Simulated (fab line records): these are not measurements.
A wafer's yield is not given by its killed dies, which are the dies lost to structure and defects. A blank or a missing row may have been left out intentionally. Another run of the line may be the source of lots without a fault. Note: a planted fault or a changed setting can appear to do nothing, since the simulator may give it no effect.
fab line records    flow nand-harc
record: lots: 6  wafers: 18  last-day: 25
route steps=1159 shown A_STAIRCASE@606 END@1159
lots that met no fault: taken from a fault-free run of the same line
start-h: the number of hours between the record's first day and the start of the first shown wafer of the lot    wait-h: hours from the lot's prior step to this one    " unchanged from the row above    L1.1+2: one row covering several wafers at once    - no value, or no start was given    * or withheld: withheld    < > ~ a bound
route shown NAME@n: a module of which the file shows steps, and the number in the route of the first    usual: mean and standard deviation over wafers with no fault    same: alike in all rows    chamber/n: place in a boat    sites: each site's reading    _std_site: standard deviation across them    _edge_site: inner sites' mean taken away from outer sites' mean    radius-mm: how far each site lies from the wafer's centre    mask NAME#n: copy n    behind: the tool/chamber that last shaped the wafer    hold: why the lot was held/for how many hours/how that ended    device: the transistor (n, p or np) that didn't switch    end of line: the route-end tests of the same wafers    for a step that has no rows: nothing shown but its recipe    killed: dies that structure and defects cost at the first sort, which is not the same as the wafer's yield    map: per-die view of a wafer (x killed, . not killed, _ where there is no die)
set.NAME: the setting as run; set.NAME@STEP: as run at that earlier step    model.NAME: the simulator's own value behind a step, which no gauge read
certain route steps with their lots: each step a table, each wafer a row
services: from which hour (start-h, from the record's first day; less than 0 if before it) a tool's chamber was out of use, for how many hours, and why
== steps ==
step: NHARC_A_STAIRCASE_SOFTBAKE_212
recipe: temp-c: 135  time-s: 170
step: NHARC_A_STAIRCASE_EBR_213
step: NHARC_A_STAIRCASE_EXPOSE_214
recipe: na: 0.5  dose-mj: 31.26  mask-id: STAIR_3
step: NHARC_A_STAIRCASE_PEB_215
recipe: peb-temp-c: 115  peb-time-s: 130
step: NHARC_A_STAIRCASE_DEVELOP_216
recipe: time-s: 140
step: NHARC_A_STAIRCASE_HARDBAKE_218
recipe: temp-c: 120  time-s: 140
step: NHARC_A_STAIRCASE_DESCUM_219
recipe: time-s: 3  o2-flow-sccm: 200  ar-flow-sccm: 0  bias-power-w: 0  chemistry: O2
usual: drypump-motor-current-A: 5.8/0.49  oes-product-au: 0.998/0.012  rf-vpp-V: 57.7/0.89  showerhead-plenum-p-Torr: 1.91/0.074  throttle-valve-pct: 11.313/0.0089
same: bias-power-w: 0
lot.wafer  tool         chamber  start-h  wait-h  drypump-motor-current-A  oes-product-au  rf-hours-counter-h  rf-vpp-V  showerhead-plenum-p-Torr  throttle-valve-pct
L644.4     rie-diel-01  1        241.59   -       5.0                      1.017           40                  57.1      1.88                      11.314
L644.6     "            1        "        "       5.0                      1.009           -                   57.5      1.88                      11.310
L644.5     "            2        "        "       5.2                      0.995           -                   57.1      1.97                      11.320
L652.3     rie-diel-06  0        300.07   -       5.6                      0.984           20                  57.4      1.91                      11.320
L652.4     "            2        "        "       5.9                      0.994           21                  56.4      1.89                      11.306
L652.6     "            0        "        "       5.6                      0.997           -                   57.8      1.91                      11.318
L656.4     rie-diel-01  2        336.57   -       5.2                      1.009           5                   56.2      1.96                      11.308
L656.6     "            2        "        "       5.2                      1.010           -                   56.3      1.96                      11.308
L656.5     "            3        "        "       6.6                      0.995           -                   58.4      1.99                      11.313
L663.4     rie-diel-01  2        357.15   -       5.1                      1.019           14                  57.2      1.96                      11.315
L663.2     "            1        "        "       5.0                      1.015           14                  57.2      1.86                      11.309
L663.5     "            3        "        "       6.6                      1.007           -                   58.0      1.99                      11.313
L665.4     rie-diel-01  1        371.38   -       5.0                      1.022           20                  57.6      1.86                      11.326
L665.5     "            3        "        "       6.6                      0.987           -                   57.7      1.99                      11.316
L665.6     "            0        "        "       5.8                      0.994           -                   58.7      1.97                      11.318
L666.2     rie-diel-02  2        382.62   -       5.7                      0.991           16                  57.2      1.86                      11.304
L666.6     "            0        "        "       6.0                      1.001           -                   55.5      1.79                      11.318
L666.5     "            3        "        "       6.0                      0.998           -                   57.7      1.79                      11.314
step: NHARC_A_STAIRCASE_TRIM_220
recipe: time-s: 211.2  o2-flow-sccm: 500  ar-flow-sccm: 0  bias-w: 0  chemistry: O2
usual: drypump-motor-current-A: 5.8/0.49  oes-product-au: 0.997/0.012  rf-vpp-V: 57.8/0.91  showerhead-plenum-p-Torr: 3.52/0.13  throttle-valve-pct: 17.037/0.009
lot.wafer  tool         chamber  start-h  wait-h  drypump-motor-current-A  oes-product-au  rf-hours-counter-h  rf-vpp-V  showerhead-plenum-p-Torr  throttle-valve-pct
L644.4     rie-diel-01  3        241.70   0.1     6.6                      1.006           41                  57.5      3.69                      17.024
L644.6     "            1        "        "       5.0                      1.013           -                   56.9      3.46                      17.018
L644.5     "            2        "        "       5.2                      0.993           -                   56.3      3.63                      17.041
L652.4     rie-diel-06  2        300.15   0.1     5.9                      0.989           21                  55.8      3.49                      17.045
L652.3     "            0        "        "       5.6                      0.989           20                  58.0      3.52                      17.032
L652.6     "            2        "        "       5.9                      0.989           -                   57.7      3.49                      17.036
L656.4     rie-diel-01  3        336.69   0.1     6.6                      0.994           5                   58.3      3.67                      17.041
L656.5     "            1        "        "       5.0                      1.013           -                   58.9      3.44                      17.047
L656.6     "            2        "        "       5.2                      1.006           -                   59.3      3.61                      17.035
L663.2     rie-diel-01  3        357.23   0.1     6.6                      0.992           16                  59.2      3.66                      17.044
L663.4     "            0        "        "       5.9                      0.999           16                  57.8      3.63                      17.037
L663.5     "            3        "        "       6.6                      0.987           -                   58.7      3.66                      17.028
L665.4     rie-diel-01  3        371.46   0.1     6.6                      0.991           21                  58.4      3.66                      17.010
L665.6     "            2        "        "       5.1                      1.011           -                   58.2      3.60                      17.033
L665.5     "            3        "        "       6.6                      0.993           -                   59.7      3.66                      17.038
L666.2     rie-diel-02  2        382.73   0.1     5.7                      1.000           16                  58.1      3.44                      17.040
L666.6     "            2        "        "       5.7                      0.995           -                   56.4      3.44                      17.028
L666.5     "            3        "        "       6.0                      0.998           -                   57.1      3.32                      17.047
step: NHARC_A_STAIRCASE_ETCH_221
recipe: target-depth-a: 1000  time-s: 40.5  ion-energy-ev: 400  c4f8-flow-sccm: 20  o2-flow-sccm: 10  ar-flow-sccm: withheld  rf-w: 600  bias-w: 1000  chemistry: C4F8/O2
step: NHARC_A_STAIRCASE_TRIM_222
recipe: time-s: 211.2  o2-flow-sccm: 500  ar-flow-sccm: 0  bias-w: 0  chemistry: O2
usual: drypump-motor-current-A: 5.8/0.49  oes-product-au: 0.999/0.012  rf-vpp-V: 57.9/0.91  showerhead-plenum-p-Torr: 3.52/0.13  throttle-valve-pct: 17.036/0.0087
lot.wafer  tool         chamber  start-h  wait-h  drypump-motor-current-A  oes-product-au  rf-hours-counter-h  rf-vpp-V  showerhead-plenum-p-Torr  throttle-valve-pct
L644.4     rie-diel-01  0        -        -       5.8                      0.983           42                  57.5      3.65                      17.030
L644.6     "            0        "        "       5.9                      0.979           -                   58.7      3.65                      17.035
L644.5     "            1        "        "       5.0                      1.012           -                   56.3      3.46                      17.049
L652.4     rie-diel-06  1        -        -       5.1                      0.988           20                  58.5      3.49                      17.036
L652.3     "            2        "        "       5.9                      0.991           21                  57.5      3.49                      17.037
L652.6     "            0        "        "       5.7                      0.992           -                   57.7      3.52                      17.053
L656.4     rie-diel-01  1        -        -       5.0                      1.012           5                   58.5      3.44                      17.031
L656.6     "            0        "        "       5.8                      1.000           -                   59.1      3.63                      17.034
L656.5     "            1        "        "       5.0                      1.018           -                   58.6      3.44                      17.032
L663.4     rie-diel-01  1        -        -       5.0                      1.013           14                  57.6      3.44                      17.031
L663.2     "            2        "        "       5.2                      1.015           14                  57.7      3.60                      17.033
L663.5     "            1        "        "       5.0                      1.014           -                   58.6      3.44                      17.033
L665.4     rie-diel-01  1        -        -       5.0                      1.024           21                  58.0      3.44                      17.038
L665.6     "            0        "        "       5.9                      0.997           -                   58.7      3.62                      17.047
L665.5     "            1        "        "       5.0                      1.028           -                   58.4      3.44                      17.038
L666.2     rie-diel-02  3        -        -       6.0                      0.993           17                  58.5      3.32                      17.035
L666.6     "            0        "        "       5.9                      0.994           -                   56.5      3.32                      17.032
L666.5     "            3        "        "       6.0                      1.002           -                   57.0      3.32                      17.037
step: NHARC_A_STAIRCASE_ETCH_223
recipe: target-depth-a: 1000  time-s: 40.5  ion-energy-ev: 400  c4f8-flow-sccm: 20  o2-flow-sccm: 10  ar-flow-sccm: withheld  rf-w: 600  bias-w: 1000  chemistry: C4F8/O2
usual: oes-product-au: 0.940/0.014  rf-vpp-V: 896/4.8
lot.wafer  tool         chamber  start-h  wait-h  oes-product-au  rf-hours-counter-h  rf-vpp-V
L644.4     rie-diel-01  1        -        -       0.945           40                  891
L644.6     "            1        "        "       0.953           -                   893
L644.5     "            2        "        "       0.934           -                   900
L652.4     rie-diel-06  2        -        -       0.944           21                  894
L652.3     "            0        "        "       0.938           21                  895
L652.6     "            2        "        "       0.944           -                   894
L656.4     rie-diel-01  2        -        -       0.951           6                   901
L656.5     "            2        "        "       0.959           -                   900
L656.6     "            3        "        "       0.963           -                   901
L663.4     rie-diel-01  0        -        -       0.944           16                  900
L663.2     "            3        "        "       0.955           16                  902
L663.5     "            1        "        "       0.974           -                   893
L665.4     rie-diel-01  3        -        -       0.930           21                  902
L665.5     "            1        "        "       0.959           -                   892
L665.6     "            2        "        "       0.967           -                   899
L666.2     rie-diel-02  0        -        -       0.944           13                  889
L666.5     "            0        "        "       0.944           -                   889
L666.6     "            3        "        "       0.944           -                   887
step: NHARC_A_STAIRCASE_TRIM_224
recipe: time-s: 211.2  o2-flow-sccm: 500  ar-flow-sccm: 0  bias-w: 0  chemistry: O2
usual: drypump-motor-current-A: 5.8/0.49  oes-product-au: 0.997/0.013  rf-vpp-V: 57.7/0.9  showerhead-plenum-p-Torr: 3.52/0.13  throttle-valve-pct: 17.036/0.0084
lot.wafer  tool         chamber  start-h  wait-h  drypump-motor-current-A  oes-product-au  rf-hours-counter-h  rf-vpp-V  showerhead-plenum-p-Torr  throttle-valve-pct
L644.4     rie-diel-01  0        242.17   -       5.9                      0.981           42                  56.9      3.65                      17.045
L644.5     "            3        "        "       6.6                      1.008           -                   58.4      3.69                      17.033
L644.6     "            0        "        "       5.8                      0.991           -                   56.8      3.65                      17.034
L652.3     rie-diel-06  1        300.65   -       5.1                      0.986           20                  57.9      3.49                      17.032
L652.4     "            2        "        "       5.9                      0.994           21                  56.5      3.49                      17.043
L652.6     "            2        "        "       5.9                      0.983           -                   57.8      3.49                      17.032
L656.4     rie-diel-01  1        337.30   -       5.0                      1.025           5                   59.1      3.44                      17.048
L656.6     "            1        "        "       5.0                      1.015           -                   57.9      3.44                      17.038
L656.5     "            2        "        "       5.2                      1.007           -                   55.9      3.61                      17.039
L663.2     rie-diel-01  3        357.72   -       6.6                      1.193           16                  59.5      3.66                      17.042
L663.4     "            0        "        "       5.9                      1.182           16                  57.7      3.63                      17.048
L663.5     "            1        "        "       5.0                      1.222           -                   58.1      3.44                      17.027
L665.4     rie-diel-01  0        372.30   -       5.9                      1.190           22                  58.0      3.62                      17.031
L665.5     "            3        "        "       6.6                      1.189           -                   57.6      3.66                      17.040
L665.6     "            0        "        "       5.9                      1.201           -                   58.1      3.62                      17.056
L666.2     rie-diel-02  0        383.37   -       5.9                      0.998           13                  58.1      3.32                      17.031
L666.6     "            3        "        "       6.1                      0.994           -                   56.9      3.32                      17.042
L666.5     "            0        "        "       5.9                      0.996           -                   57.2      3.32                      17.027
step: NHARC_A_STAIRCASE_ETCH_225
recipe: target-depth-a: 1000  time-s: 40.5  ion-energy-ev: 400  c4f8-flow-sccm: 20  o2-flow-sccm: 10  ar-flow-sccm: withheld  rf-w: 600  bias-w: 1000  chemistry: C4F8/O2
usual: oes-product-au: 0.937/0.014  rf-vpp-V: 896/4.8
lot.wafer  tool         chamber  start-h  wait-h  oes-product-au  rf-hours-counter-h  rf-vpp-V
L644.4     rie-diel-01  2        -        -       0.958           40                  898
L644.6     "            2        "        "       0.955           -                   899
L644.5     "            3        "        "       0.935           -                   903
L652.3     rie-diel-06  2        -        -       0.930           21                  895
L652.4     "            3        "        "       0.939           8                   893
L652.6     "            2        "        "       0.933           -                   895
L656.4     rie-diel-01  3        -        -       0.949           6                   900
L656.6     "            1        "        "       0.955           -                   893
L656.5     "            2        "        "       0.941           -                   899
L663.4     rie-diel-01  2        -        -       0.947           14                  899
L663.2     "            0        "        "       0.956           16                  899
L663.5     "            3        "        "       0.950           -                   900
L665.4     rie-diel-01  1        -        -       0.976           21                  891
L665.6     "            3        "        "       0.943           -                   901
L665.5     "            0        "        "       0.942           -                   901
L666.2     rie-diel-02  0        -        -       0.936           13                  889
L666.6     "            3        "        "       0.936           -                   888
L666.5     "            0        "        "       0.939           -                   889
step: NHARC_END_SORT_01
recipe: temp-c: 25
usual: killed-at-array: 29/10  killed-at-other: 0.7/1.1  killed-at-periphery: 3.3/2.4  killed-dies: 33/11  killed-open: 3.3/2  killed-short: 1.9/1.3
same: gross-dies: 677
lot.wafer  tool       chamber  start-h  wait-h  killed-at-array  killed-at-other  killed-at-periphery  killed-dies  killed-open  killed-short
L652.3     prober-02  0        499.71   3.1     15               0                1                    16           1            3
L652.4     prober-02  0        500.53   3.4     13               0                1                    14           2            1
L652.6     prober-02  0        502.16   4.1     14               0                3                    17           1            2
L663.2     prober-02  0        574.10   2.8     43               0                4                    47           6            1
L663.4     prober-02  0        575.71   3.4     39               0                3                    42           0            2
L663.5     prober-02  0        576.51   3.7     44               2                1                    47           2            2
L665.6     prober-02  0        584.99   3.9     35               0                2                    37           0            1
killed by level:class
L652.3 A_CONTACT:chamber-film-flake=5 A_STAIRCASE:chamber-film-flake=4 A_CHANNEL_HOLE_D1:chamber-film-flake=2 P_M0:geometric-particle:open=1 A_ONON_D1:geometric-particle:short=1 A_CHANNEL_FILL_D1:geometric-particle:short=1 A_WL_FILL:geometric-particle:short=1 A_WL_FILL:chamber-film-flake=1
L652.4 A_CONTACT:chamber-film-flake=4 A_CHANNEL_HOLE_D1:chamber-film-flake=2 A_STAIRCASE:chamber-film-flake=2 A_WL_FILL:chamber-film-flake=2 A_CHANNEL_HOLE_D1:geometric-particle:short=1 A_CONTACT:geometric-particle:open=1 A_M0:geometric-particle:open=1 P_STI:chamber-film-flake=1
L652.6 A_WL_FILL:chamber-film-flake=6 A_CHANNEL_HOLE_D1:chamber-film-flake=4 A_CONTACT:chamber-film-flake=2 P_GATE:geometric-particle:short=1 P_CONTACT:geometric-particle:open=1 A_M0:geometric-particle:short=1 P_ZERO_WELL:chamber-film-flake=1 A_STAIRCASE:chamber-film-flake=1
L663.2 A_CHANNEL_HOLE_D1:chamber-film-flake=17 A_STAIRCASE:area-trim=16 A_CONTACT:chamber-film-flake=4 A_WL_FILL:geometric-particle:open=2 P_GATE:chamber-film-flake=2 P_CONTACT:geometric-particle:short=1 P_M0:geometric-particle:open=1 A_CONTACT:geometric-particle:open=1
L663.4 A_CHANNEL_HOLE_D1:chamber-film-flake=19 A_STAIRCASE:area-trim=14 P_ZERO_WELL:chamber-film-flake=2 A_CONTACT:chamber-film-flake=2 A_CHANNEL_FILL_D1:geometric-particle:short=1 A_BLC:geometric-particle:short=1 P_STI:chamber-film-flake=1 A_STAIRCASE:chamber-film-flake=1
L663.5 A_CHANNEL_HOLE_D1:chamber-film-flake=19 A_STAIRCASE:area-trim=17 A_SLIT:chamber-film-flake=2 A_CONTACT:chamber-film-flake=2 THIN_TSV:chamber-film-flake=2 A_ONON_D1:geometric-particle:open=1 A_CHANNEL_FILL_D1:geometric-particle:short=1 A_WL_FILL:geometric-particle:open=1
L665.6 A_SLIT:chamber-film-flake=20 A_STAIRCASE:chamber-film-flake=4 A_CHANNEL_HOLE_D1:chamber-film-flake=3 A_STAIRCASE:area-trim=3 P_ZERO_WELL:chamber-film-flake=2 A_CHANNEL_FILL_D1:chamber-film-flake=2 A_CHANNEL_FILL_D1:geometric-particle:short=1 A_WL_FILL:chamber-film-flake=1
== services ==
tool         chamber  start-h  hours  kind
rie-diel-01  0        220.58   -      clean
rie-diel-01  1        220.58   -      clean
rie-diel-01  2        220.58   -      clean
rie-diel-01  3        220.58   -      clean
rie-diel-02  -        222.35   0.2    repair
rie-diel-06  -        241.28   9.0    pm
rie-diel-01  0        245.32   -      clean
rie-diel-01  1        245.32   -      clean
rie-diel-01  2        245.32   -      clean
rie-diel-01  3        245.32   -      clean
rie-diel-06  3        261.21   33.1   repair
rie-diel-06  -        267.38   0.8    repair
rie-diel-01  0        269.83   -      clean
rie-diel-01  1        269.83   -      clean
rie-diel-01  2        269.83   -      clean
rie-diel-01  3        269.83   -      clean
rie-diel-06  2        280.77   1.3    repair
rie-diel-01  0        294.33   -      clean
rie-diel-01  1        294.33   -      clean
rie-diel-01  -        314.80   9.0    pm
rie-diel-02  -        327.70   9.0    pm
rie-diel-02  0        369.04   2.8    repair
rie-diel-02  1        376.46   9.8    repair
rie-diel-02  2        382.81   3.4    repair
== key ==
first-sign: step: NHARC_A_STAIRCASE_TRIM_224  reading: oes-product-au  direction: up  sigmas: 16  usual: 0.997  struck: 1.196
effect none on later readings
met-at NHARC_A_STAIRCASE_TRIM_224
struck-wafers L663.2,L663.4,L663.5,L665.4,L665.5,L665.6
tester-left-out L663,L665
onset-between 337.30 357.72
fault: kind: process-parameter-drift  tool: rie-diel-01  chamber: -  onset-h: 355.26  steps: NHARC_A_STAIRCASE_TRIM_224  channel: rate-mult  offset: 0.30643  shape: step  end-h: 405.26
tester-left-out: of these lots the tester's yield and bins aren't shown, on N5 and GAA mostly nor the transistor test; their killed dies are dies lost to structure and defects alone, not to doping, threshold or leakage, so they don't give the yield
